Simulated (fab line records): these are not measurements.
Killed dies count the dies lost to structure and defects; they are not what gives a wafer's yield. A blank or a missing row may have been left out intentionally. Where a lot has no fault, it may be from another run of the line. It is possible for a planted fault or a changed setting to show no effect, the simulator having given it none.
Split-lot experiment + flow n5 finfet + on a route of 1938 steps: 7 lots, 21 wafers read

ON THE SPLIT
At N5_PASSIVATION_PASS_ETCH_47 (etches SiNx in CF4/O2, target depth 770 nm, time 385 s), the setting source w was moved away from the recipe's 535 W on 10 of the 21 wafers read, by -12.7% to +14.8%. The other wafers ran this setting at the recipe's value.

Reading taken at the split's own step.

THE READING
rf vpp V, in V, at N5_PASSIVATION_PASS_ETCH_47 (etches SiNx in CF4/O2, target depth 770 nm, time 385 s). A value of 241 V with a standard deviation of 5.5 V is what fault-free wafers of this fab line usually give.

| wafer  | tool, chamber at the split | source w as run, W | against the recipe | rf vpp V, V | against lot-mates on the recipe |
|--------|----------------------------|--------------------|--------------------|-------------|---------------------------------|
| L076.1 | rie diel-03, 2             | 480.2              | -10.2%             | 261         | +22                             |
| L076.2 | rie diel-03, 1             | 535                | recipe             | 239         | -                               |
| L076.6 | rie diel-03, 2             | 480.2              | -10.2%             | 263         | +24                             |
| L080.1 | rie diel-01, 2             | 583.3              | +9.0%              | 232         | -12                             |
| L080.2 | rie diel-01, 3             | 583.3              | +9.0%              | 236         | -8                              |
| L080.5 | rie diel-01, 1             | 535                | recipe             | 244         | -                               |
| L074.4 | rie diel-03, 2             | 614.2              | +14.8%             | 229         | -13                             |
| L074.5 | rie diel-03, 0             | 535                | recipe             | 242         | -                               |
| L074.6 | rie diel-03, 3             | 614.2              | +14.8%             | 220         | -22                             |
| L084.2 | rie diel-03, 0             | 535                | recipe             | 242         | -                               |
| L084.3 | rie diel-03, 1             | 535                | recipe             | 240         | -                               |
| L084.6 | rie diel-03, 0             | 535                | recipe             | 240         | -                               |
| L088.1 | rie diel-03, 2             | 535                | recipe             | 247         | -                               |
| L088.2 | rie diel-03, 1             | 535                | recipe             | 240         | -                               |
| L088.5 | rie diel-03, 0             | 467                | -12.7%             | 258         | +14                             |
| L093.1 | rie diel-01, 2             | 498.4              | -6.8%              | 252         | +10                             |
| L093.3 | rie diel-01, 1             | 535                | recipe             | 242         | -                               |
| L093.6 | rie diel-01, 2             | 535                | recipe             | 243         | -                               |
| L097.1 | rie diel-01, 1             | 468.4              | -12.4%             | 260         | +15                             |
| L097.2 | rie diel-01, 0             | 535                | recipe             | 245         | -                               |
| L097.6 | rie diel-01, 0             | 468.4              | -12.4%             | 263         | +18                             |

THE FIT
A straight line over all 21 wafers: rf vpp V changes by -1.36 V for each +1% of source w; r = -0.96; the points scatter about the line by 3.3 V.
The same after taking each lot's own level away (the mean of its wafers on the recipe; 21 wafers): -1.36 V for each +1%; r = -0.95; scatter 3.6 V.
On that fit, the largest move of source w shifts the reading by 20 V.
The span of the lots' own levels, 239.0 to 245.0 V, comes to 1.1 times the standard deviation stated above.
Hence the lot-to-lot level has little effect on the slope; both slopes agree.
Check: -20.8 V against its lot-mates is what the line predicts for one of the wafers moved furthest among these (+14.8%) when that wafer is left out of the fit. It came out at -13 V against them.
Tool readings at the split's step, against how far the setting was moved: rf vpp V r = -0.96.

FURTHER SPLITS ON THESE WAFERS
These wafers also went through other splits before the reading. Each is held against what the fit with the lots' levels taken away leaves over:
| other split on the same wafers   | wafers away from the commonest value | r with rf vpp V (lot level and that fit taken away) |
|----------------------------------|--------------------------------------|-----------------------------------------------------|
| N5_PASSIVATION_EXPOSE_07 dose mj | 9                                    | -0.38                                               |

THE WHOLE CHAIN: every reading that the file lists as answering this split, in the file's order
| step                        | what it does                                           | reading                                                        | change (the file's fit)              | r (the file's) |
|-----------------------------|--------------------------------------------------------|----------------------------------------------------------------|--------------------------------------|----------------|
| N5_PASSIVATION_PASS_ETCH_47 | etches SiNx in CF4/O2, target depth 770 nm, time 385 s | rf vpp V                                                       | -1.34 V for each +1% of the setting  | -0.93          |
| N5_PASSIVATION_PASS_ETCH_47 | etches SiNx in CF4/O2, target depth 770 nm, time 385 s | etch.depth nm (the simulator's own value, which no gauge read) | +5.78 nm for each +1% of the setting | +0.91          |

FILE'S OWN FIT
rf vpp V changes by -1.34 V for each +1% of source w, r = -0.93.
